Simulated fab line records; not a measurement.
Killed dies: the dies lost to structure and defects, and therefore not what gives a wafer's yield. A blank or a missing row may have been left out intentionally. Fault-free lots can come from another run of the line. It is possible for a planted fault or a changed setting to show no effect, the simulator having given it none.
8D (eight disciplines) problem report, filled in by code	flow nand harc	the parts of the form that need people (team, actions taken, sign-off) are left out

1. PROBLEM STATEMENT
Mean of thk nm at NHARC_A_ONON_D2_THK_MEAS_21: 1638 nm across 6 wafers in 2 lots; on wafers with no fault it is 1001 nm (standard deviation 9.5). That puts it +67 standard deviations away from the usual mean.
The step: measures by ellipsometry.
First seen on wafer L668.1, day 20 04:16, on film metro-02. The record has a number at this step for 42 wafers belonging to 14 lots. The rule behind "out" and "out of limits": a value lying over 4 standard deviations away from the usual mean. The rest of the wafers with a number are treated as sound.

2. WHAT IT IS, AND WHAT IT ISN'T
question	is	is not
which readings at this step	thk nm	-
which lots	L668, L670	L651, L652, L654, L655, L656, L658, L659, L663, L671, L672, L673, L674
which wafers of those lots	all that have a number	-
read on which gauges	film metro-02	film metro-01
when	from day 20 04:16	up to then (24 sound wafers); but 12 sound wafers of L671, L672, L673, L674 came after

3. SUSPECTS, AND WHAT RULES EACH OUT
Counting: any tool at a process step up to the reading is kept as a suspect provided that every lot that is out went through it and no sound lot did after the first of them.
- the gauge at NHARC_A_ONON_D2_THK_MEAS_21 has been ruled out. All the wafers that are out were read on film metro-02, but those of them that NHARC_END_SORT_01 has rows for are out there too, on other tools.
- pecvd onon-04 at NHARC_A_ONON_D2_DEP_19 (target thk 1000 nm): kept. It ran every lot that is out, first L668 (day 20 03:45), and no sound lot after that; its last sound lot up to then is L658 (day 15 23:29).
After counting, what remains is pecvd onon-04 at NHARC_A_ONON_D2_DEP_19.

4. THE CAUSE (what the simulator had put in)
pecvd onon-04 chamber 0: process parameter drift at NHARC_A_ONON_D2_DEP_19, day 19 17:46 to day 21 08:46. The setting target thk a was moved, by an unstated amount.
Only this tool survived the counting.

5. THE EFFECT CHAIN, in route order
Rows list readings where the struck wafers' mean (over those with a number) sits beyond 3 standard deviations from the usual. Scope: only readings with a usual standard deviation given in the record; hours: median across lots of the time from each lot's start at the first step in this table that gives one to its start at this step; sigmas: change in usual standard deviations.
hours	step	reading	usual	on struck wafers	change	sigmas
0	NHARC_A_ONON_D2_THK_MEAS_21	thk nm	1001 nm	1638	+638	+67
284	NHARC_END_SORT_01	killed at array	54	673	+619	+39
284	NHARC_END_SORT_01	killed dies	58	677	+619	+39

6. WHAT WOULD HAVE CAUGHT IT SOONER
The first out-of-limits reading at a measuring or inspecting step in this record came at day 20 04:16, 10 hours after the fault's start at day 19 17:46.
No tool reading at NHARC_A_ONON_D2_DEP_19 that has a usual standard deviation in the record was out on any struck wafer, so an alarm limit of 4 standard deviations on those readings would not have fired.
Among the 2 lots that are out, L670 began NHARC_A_ONON_D2_DEP_19 on pecvd onon-04 after day 20 04:16. A tool hold placed at that time would have kept it from harm.
